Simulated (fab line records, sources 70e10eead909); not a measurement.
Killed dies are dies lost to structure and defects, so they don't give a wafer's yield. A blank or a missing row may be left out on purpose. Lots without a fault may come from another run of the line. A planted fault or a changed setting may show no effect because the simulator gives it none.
fab line records | flow nand_harc
record lots=11 wafers=33 last_day=24
route steps=1159 shown P_GATE@215 P_CONTACT@236 P_M0@253 END@1159
lots that met no fault: from a run of the same line without faults
start_h: hours from the record's first day to the start of the lot's first wafer shown | wait_h: hours since the lot's step before | " the same as in the row above | L1.1+2: a row that stands for several wafers | - no value, or no start given | * or withheld: withheld | < > ~ a bound
route shown NAME@n: a module of which the file shows steps, and the number in the route of the first | usual: mean/standard deviation of fault-free wafers | same: alike in all rows | chamber/n: place in a boat | sites: the reading at each site | _std_site: their standard deviation | _edge_site: outer sites' mean less inner sites' | radius_mm: how far each site lies from the wafer's centre | mask NAME#n: copy n | behind: the tool/chamber that last shaped the wafer | hold: why the lot was held/for how many hours/how that ended | device: the transistor (n, p or np) that didn't switch | end of line: the same wafers' tests at the end of the route | a step without rows: its recipe alone | killed: dies lost to structure and defects at the first sort, not the wafer's yield | map: a wafer's dies, x killed, . not, _ none there
set.NAME: the setting as run; set.NAME@STEP: as run at that earlier step | model.NAME: the simulator's own value behind a step, which no gauge read
steps of the route over a sample of lots; a table a step, a row a wafer
services: from which hour (start_h, from the record's first day; less than 0 if before it) a tool's chamber was out of use, for how many hours, and why
## steps
# step NHARC_P_GATE_RTA_82
# recipe temp_c=450 time_s=30
# usual lamp_power_pct=4.54/0.23 lamp_zone_6_pct=4.51/0.22 wafer_temp_C_max=452.4/0.48
# columns lot.wafer tool chamber start_h wait_h lamp_power_pct lamp_zone_6_pct wafer_temp_C_max
L259.1 rtp_anneal-02 0 110.72 - 4.79 4.75 452.4
L259.2 " 0 " " 4.79 4.75 451.7
L259.5 " 0 " " 4.78 4.75 452.9
L260.1 rtp_anneal-02 0 111.70 - 4.79 4.75 453.3
L260.4 " 0 " " 4.78 4.75 453.1
L260.6 " 0 " " 4.79 4.75 452.7
L262.4 rtp_anneal-02 0 123.31 - 4.79 4.75 452.3
L262.5 " 0 " " 4.79 4.75 452.3
L262.6 " 0 " " 4.79 4.75 452.3
L261.3 rtp_anneal-01 0 124.07 - 4.34 4.30 452.4
L261.4 " 0 " " 4.34 4.30 452.1
L261.5 " 0 " " 4.33 4.29 452.6
L264.1 rtp_anneal-01 0 131.34 - 4.34 4.30 453.1
L264.4 " 0 " " 4.33 4.30 453.1
L264.5 " 0 " " 4.33 4.30 452.2
L266.1 rtp_anneal-02 0 148.42 - 4.79 4.75 451.5
L266.3 " 0 " " 4.79 4.75 452.6
L266.6 " 0 " " 4.80 4.75 451.5
L267.1 rtp_anneal-01 0 159.97 - 4.32 4.30 453.5
L267.2 " 0 " " 4.34 4.30 452.6
L267.4 " 0 " " 4.33 4.30 452.4
L270.1 rtp_anneal-01 0 171.48 - 4.34 4.30 452.2
L270.4 " 0 " " 4.33 4.30 452.1
L270.5 " 0 " " 4.33 4.30 451.8
L271.1 rtp_anneal-01 0 189.21 - 4.33 4.30 452.4
L271.3 " 0 " " 4.33 4.30 452.5
L271.5 " 0 " " 4.33 4.30 452.6
L274.1 rtp_anneal-01 0 205.89 - 4.34 4.30 451.7
L274.2 " 0 " " 4.34 4.30 452.4
L274.6 " 0 " " 4.33 4.31 452.9
L281.1 rtp_anneal-02 0 241.47 - 4.78 4.74 453.3
L281.2 " 0 " " 4.79 4.76 452.2
L281.3 " 0 " " 4.79 4.75 452.2
# step NHARC_P_CONTACT_ETCH_35
# recipe target_depth_a=390 over_etch_frac=0.3 time_s=65 ion_energy_ev=80 cf4_flow_sccm=150 ar_flow_sccm=0 rf_w=300 bias_w=100 chemistry=CF4
# usual drypump_motor_current_A=5.59/0.29 oes_product_au=1.001/0.011 rf_vpp_V=151.1/1.1 showerhead_plenum_p_Torr=1.75/0.064 throttle_valve_pct=13.284/0.0092
# columns lot.wafer tool chamber start_h wait_h drypump_motor_current_A oes_product_au rf_hours_counter_h rf_vpp_V showerhead_plenum_p_Torr throttle_valve_pct
L259.1 rie_diel-09 0 112.67 0.1 5.41 0.985 3 152.7 1.85 13.278
L259.2 " 2 " " 5.93 1.006 3 148.9 1.67 13.285
L259.5 " 1 " " 5.90 0.997 - 150.9 1.79 13.289
L260.4 rie_diel-01 1 113.69 0.1 5.34 1.005 54 148.7 1.68 13.283
L260.1 " 2 " " 5.70 1.002 53 149.3 1.66 13.292
L260.6 " 3 " " 5.97 1.002 - 149.6 1.69 13.282
L262.4 rie_diel-09 2 125.19 0.1 5.91 1.018 5 151.5 1.67 13.283
L262.5 " 1 " " 5.88 1.015 - 151.2 1.79 13.304
L262.6 " 2 " " 5.92 1.011 - 149.2 1.67 13.283
L261.3 rie_diel-01 0 126.29 0.1 5.65 1.016 57 152.7 1.79 13.298
L261.4 " 2 " " 5.71 0.988 56 151.6 1.66 13.294
L261.5 " 0 " " 5.64 1.011 - 150.9 1.80 13.280
L264.1 rie_diel-09 0 133.42 0.1 5.48 0.983 5 151.3 1.85 13.286
L264.4 " 2 " " 5.93 1.017 5 149.7 1.67 13.277
L264.5 " 0 " " 5.43 0.993 - 151.9 1.85 13.264
L266.1 rie_diel-09 3 150.38 0.1 4.87 0.987 6 151.0 1.78 13.294
L266.3 " 0 " " 5.44 0.996 7 151.7 1.85 13.285
L266.6 " 0 " " 5.43 0.997 - 152.1 1.85 13.287
L267.4 rie_diel-09 3 161.93 0.1 4.88 0.998 9 153.4 1.78 13.301
L267.2 " 0 " " 5.46 0.998 7 150.5 1.85 13.272
L267.1 " 1 " " 5.82 1.002 9 151.9 1.79 13.290
L270.4 rie_diel-01 0 173.59 0.1 5.66 1.001 6 152.7 1.79 13.285
L270.1 " 2 " " 5.70 1.006 10 148.1 1.65 13.283
L270.5 " 3 " " 5.93 0.986 - 149.3 1.69 13.265
L271.3 rie_diel-13 2 191.36 0.1 5.79 1.008 7 149.6 1.66 13.296
L271.1 " 0 " " 5.55 0.983 7 152.1 1.82 13.288
L271.5 " 1 " " 5.65 0.983 - 152.1 1.75 13.280
L274.1 rie_diel-09 2 207.98 0.1 5.92 1.030 14 149.2 1.67 13.299
L274.2 " 3 " " 4.87 0.996 11 150.4 1.78 13.273
L274.6 " 3 " " 4.87 0.999 - 152.3 1.78 13.284
L281.2 rie_diel-13 0 243.55 0.1 5.52 0.998 12 152.4 1.82 13.284
L281.3 " 1 " " 5.65 0.994 12 152.8 1.75 13.288
L281.1 " 3 " " 5.29 0.995 12 150.8 1.78 13.276
# step NHARC_P_M0_DEP_00
# recipe target_thk_a=1500 target_thk_nm=150 temp_c=withheld pressure_torr=5 flow_sccm=200 rf_w=600 material=SiOC
# columns lot.wafer tool chamber start_h wait_h
L259.1+2+5 pecvd-02 1,2,2 124.52 0.3
L260.1+4+6 pecvd-02 2,2,1 124.83 0.1
L262.5+4+6 pecvd-04 1,2,0 133.49 0.2
L261.3+5+4 pecvd-03 1,0,1 133.99 0.2
L264.1+4+5 pecvd-02 0,2,0 139.58 0.2
L266.1+3+6 pecvd-04 1,0,0 153.54 0.1
L267.1+2+4 pecvd-03 0,1,1 169.76 0.1
L270.1+4+5 pecvd-02 0,0,1 176.70 0.1
L271.1+3+5 pecvd-03 1,2,0 194.46 0.1
L271.1+3+5 pecvd-03 1,2,0 194.96 -
L274.2+1+6 pecvd-02 1,0,1 217.58 0.2
L274.2+1+6 pecvd-02 1,0,1 218.25 -
L281.2+1+3 pecvd-04 2,0,1 246.63 0.1
# step NHARC_P_M0_ETCH_34
# recipe target_depth_a=400 overetch_a=120 time_s=43.94 ion_energy_ev=200 n2_flow_sccm=150 h2_flow_sccm=150 ar_flow_sccm=0 rf_w=400 bias_w=150 chemistry=N2/H2
# usual drypump_motor_current_A=5.8/0.58 oes_product_au=0.998/0.015 rf_vpp_V=431.3/2.1 showerhead_plenum_p_Torr=2.07/0.07 throttle_valve_pct=14.171/0.0088
# columns lot.wafer tool chamber start_h wait_h drypump_motor_current_A oes_product_au rf_hours_counter_h rf_vpp_V showerhead_plenum_p_Torr throttle_valve_pct
L259.2 rie_diel-12 3 125.45 0.1 6.1 1.007 7 429.9 1.98 14.160
L259.1 " 2 " " 5.1 1.011 6 431.7 2.06 14.156
L259.5 " 0 " " 5.7 1.013 - 434.0 2.20 14.170
L260.1 rie_diel-12 1 125.94 0.1 6.3 1.013 7 433.6 2.17 14.158
L260.4 " 0 " " 5.7 1.004 8 433.6 2.20 14.163
L260.6 " 2 " " 5.1 0.998 - 431.8 2.06 14.175
L262.4 rie_diel-08 2 134.36 0.1 5.6 1.009 0 432.3 2.05 14.172
L262.6 " 1 " " 5.4 0.996 - 426.4 1.92 14.174
L262.5 " 2 " " 5.7 1.009 - 430.1 2.05 14.178
L261.4 rie_diel-12 0 135.01 0.1 5.7 1.004 8 434.1 2.20 14.171
L261.3 " 2 " " 5.1 1.003 7 430.2 2.06 14.158
L261.5 " 3 " " 6.0 1.004 - 427.9 1.98 14.184
L264.1 rie_diel-10 3 140.47 0.1 5.9 1.021 10 431.2 2.10 14.176
L264.4 " 1 " " 4.7 0.994 10 433.5 2.12 14.172
L264.5 " 3 " " 5.9 1.020 - 433.2 2.10 14.179
L266.1 rie_diel-10 2 154.71 0.1 6.7 0.979 10 432.9 2.09 14.164
L266.3 " 1 " " 4.7 0.980 10 433.8 2.12 14.165
L266.6 " 2 " " 6.7 0.974 - 431.8 2.09 14.161
L267.1 rie_diel-10 0 170.74 0.1 5.9 1.005 11 429.3 2.00 14.179
L267.2 " 1 " " 4.7 0.996 11 432.8 2.12 14.168
L267.4 " 2 " " 6.7 0.985 11 432.0 2.09 14.163
L270.1 rie_diel-12 1 177.77 0.1 6.3 1.013 9 435.2 2.17 14.155
L270.4 " 3 " " 6.1 1.004 10 427.9 1.98 14.159
L270.5 " 0 " " 5.7 1.021 - 435.8 2.19 14.165
L271.3 rie_diel-10 2 196.00 0.1 6.7 0.979 0 432.4 2.09 14.173
L271.1 " 0 " " 5.9 1.007 0 429.3 2.00 14.175
L271.5 " 1 " " 4.7 1.002 - 433.0 2.12 14.173
L274.1 rie_diel-10 1 219.32 0.1 4.7 0.989 1 432.5 2.12 14.188
L274.2 " 2 " " 6.7 0.973 1 431.4 2.09 14.169
L274.6 " 1 " " 4.7 1.003 - 432.3 2.12 14.195
L281.2 rie_diel-10 3 247.74 0.1 5.9 0.997 5 433.3 2.10 14.168
L281.1 " 0 " " 5.9 1.002 5 430.0 2.00 14.150
L281.3 " 1 " " 4.7 1.003 3 432.5 2.12 14.165
# step NHARC_END_SORT_01
# recipe temp_c=25
# usual defect_limited_yield=95.3/1.7 killed_at_array=28/11 killed_at_other=0.8/1.1 killed_at_periphery=3.3/2.8 killed_dies=32/11 killed_open=3.3/1.9 killed_short=1.9/1.4 sort_bin_2_pct=1.4/0.68 sort_bin_3_pct=0.25/0.24 sort_bin_4_pct=3.0/1.1 sort_n_pass=645/11 sort_rim_yield_pct=95.3/2.5 sort_yield_pct=95.3/1.7
# same gross_dies=677 sort_bin_5_pct[%]=0 sort_bin_6_pct[%]=0 sort_bin_7_pct[%]=0 sort_bin_8_pct[%]=0 sort_rim_n_gross=106.00
# columns lot.wafer tool chamber start_h wait_h defect_limited_yield[%] killed_at_array killed_at_other killed_at_periphery killed_dies killed_open killed_short sort_bin_2_pct[%] sort_bin_3_pct[%] sort_bin_4_pct[%] sort_n_pass sort_rim_yield_pct[%] sort_yield_pct[%]
L270.1 prober-01 0 510.22 2.5 95.4 27 1 3 31 6 3 1.6 0.15 2.8 646 95.3 95.4
L270.4 prober-01 0 512.60 3.4 95.4 30 0 1 31 2 7 1.3 0.15 3.1 646 93.4 95.4
L270.5 prober-01 0 513.39 3.7 95.0 31 0 3 34 5 1 1.3 0.44 3.2 643 92.5 95.0
L271.1 prober-02 0 513.88 2.5 0 35 1 641 677 8 3 95.1 0 4.9 0 0 0
L271.3 prober-02 0 515.46 3.1 0 31 3 643 677 6 2 96.2 0.30 3.5 0 0 0
L271.5 prober-02 0 517.04 3.7 0 24 0 653 677 3 2 96.5 0 3.5 0 0 0
L274.1 prober-02 0 553.15 2.5 0 45 1 631 677 3 3 95.1 0.44 4.4 0 0 0
L274.2 prober-02 0 553.95 2.8 0 49 0 628 677 1 1 95.6 0.30 4.1 0 0 0
L274.6 prober-02 0 557.16 4.0 0 48 1 628 677 1 2 94.2 1.03 4.7 0 0 0
# killed by level:class
L270.1 A_SLIT:chamber_film_flake=9 A_STAIRCASE:chamber_film_flake=6 A_WL_FILL:chamber_film_flake=4 P_CONTACT:geometric_particle:open=2 A_CHANNEL_FILL_D1:geometric_particle:short=2 A_CONTACT:geometric_particle:open=2 A_CONTACT:chamber_film_flake=2 P_M2:geometric_particle:open=1
L270.4 A_SLIT:chamber_film_flake=10 A_ONON_D1:geometric_particle:short=4 A_CHANNEL_HOLE_D1:chamber_film_flake=3 A_SGD_CUT:chamber_film_flake=3 A_WL_FILL:chamber_film_flake=3 A_WL_FILL:geometric_particle:short=2 A_CHANNEL_FILL_D1:geometric_particle:open=1 A_CONTACT:geometric_particle:open=1
L270.5 A_SLIT:chamber_film_flake=15 A_STAIRCASE:chamber_film_flake=4 A_CHANNEL_HOLE_D1:chamber_film_flake=3 A_CONTACT:chamber_film_flake=3 P_M0:geometric_particle:open=2 A_CONTACT:geometric_particle:open=2 A_WL_FILL:chamber_film_flake=2 P_CONTACT:geometric_particle:open=1
L271.1 P_M0:area_dep=635 A_SLIT:chamber_film_flake=11 A_CHANNEL_HOLE_D1:chamber_film_flake=5 A_STAIRCASE:chamber_film_flake=4 A_BLC:chamber_film_flake=4 A_CONTACT:chamber_film_flake=3 A_SOURCE_PLATE:geometric_particle:open=2 A_BLC:geometric_particle:open=2
L271.3 P_M0:area_dep=636 A_SLIT:chamber_film_flake=17 A_STAIRCASE:chamber_film_flake=4 A_BLC:chamber_film_flake=3 P_CONTACT:geometric_particle:open=2 P_STI:chamber_film_flake=2 THIN_TSV:chamber_film_flake=2 P_M0:geometric_particle:open=1
L271.5 P_M0:area_dep=647 A_SLIT:chamber_film_flake=10 A_CHANNEL_HOLE_D1:chamber_film_flake=5 A_STAIRCASE:chamber_film_flake=5 P_STI:chamber_film_flake=3 P_CONTACT:geometric_particle:short=1 P_CONTACT:geometric_particle:open=1 P_M0:geometric_particle:short=1
L274.1 P_M0:area_dep=627 A_CHANNEL_HOLE_D1:chamber_film_flake=21 A_CONTACT:chamber_film_flake=10 A_SLIT:chamber_film_flake=10 P_STI:geometric_particle:short=1 P_GATE:geometric_particle:open=1 P_M0:geometric_particle:short=1 A_CHANNEL_FILL_D1:geometric_particle:short=1
L274.2 P_M0:area_dep=628 A_CHANNEL_HOLE_D1:chamber_film_flake=26 A_SLIT:chamber_film_flake=10 A_CONTACT:chamber_film_flake=7 A_STAIRCASE:chamber_film_flake=3 A_WL_FILL:geometric_particle:short=1 A_BLC:geometric_particle:open=1 A_ZERO_WELL:chamber_film_flake=1
L274.6 P_M0:area_dep=628 A_CHANNEL_HOLE_D1:chamber_film_flake=23 A_SLIT:chamber_film_flake=14 A_CONTACT:chamber_film_flake=7 A_STAIRCASE:chamber_film_flake=2 A_ONON_D1:geometric_particle:open=1 A_WL_FILL:geometric_particle:short=1 STARTING-WAFER:geometric_particle:short=1
## services
# columns tool chamber start_h hours kind
rie_diel-09 - 100.80 1.1 repair
pecvd-03 - 111.48 13.0 pm
rie_diel-09 3 115.37 3.9 repair
pecvd-02 - 123.22 0.9 repair
rie_diel-01 - 137.85 9.0 pm
pecvd-04 2 148.30 5.7 repair
rie_diel-09 0 152.01 9.6 repair
rie_diel-01 - 152.35 4.5 repair
rie_diel-12 - 153.12 1.3 repair
pecvd-02 - 153.33 13.0 pm
rie_diel-01 0 159.23 6.3 repair
rie_diel-09 - 160.46 0.9 repair
rie_diel-09 3 165.20 11.1 repair
rie_diel-12 1 165.50 4.3 repair
rie_diel-10 - 176.50 9.0 pm
pecvd-02 - 178.66 1.9 repair
rie_diel-01 1 179.86 7.3 repair
pecvd-04 - 195.41 13.0 pm
pecvd-02 1 197.67 1.8 repair
rie_diel-12 - 202.40 9.0 pm
rie_diel-01 1 215.95 7.9 repair
rie_diel-09 1 220.08 3.0 repair
rie_diel-10 1 228.82 9.9 repair
pecvd-03 - 233.74 1.1 repair
## key
first_sign step=NHARC_P_M0_DEP_00 reading=visit direction=added
effect step=NHARC_END_SORT_01 reading=killed_at_periphery direction=up sigmas=99+ usual=3.3 struck=637.3
more_kills_born_at NHARC_P_M0_DEP_00@pecvd-03=1919 NHARC_P_M0_DEP_00@pecvd-02=1883
met_at NHARC_P_M0_DEP_00
struck_lots L271,L274
later_rows_left_out L271.1,L271.3,L271.5,L274.1,L274.2,L274.6
not_acting_at NHARC_P_GATE_RTA_82,NHARC_P_CONTACT_ETCH_35,NHARC_P_M0_ETCH_34
fault kind=repeated_step_whole tool=pecvd-02,pecvd-03,pecvd-04 chamber=- onset_h=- steps=NHARC_P_M0_DEP_00 times=1 scope=struck_lots_only
# later_rows_left_out: the simulator's readings of these wafers behind a module that went badly wrong aren't trusted and aren't shown, but for the sort
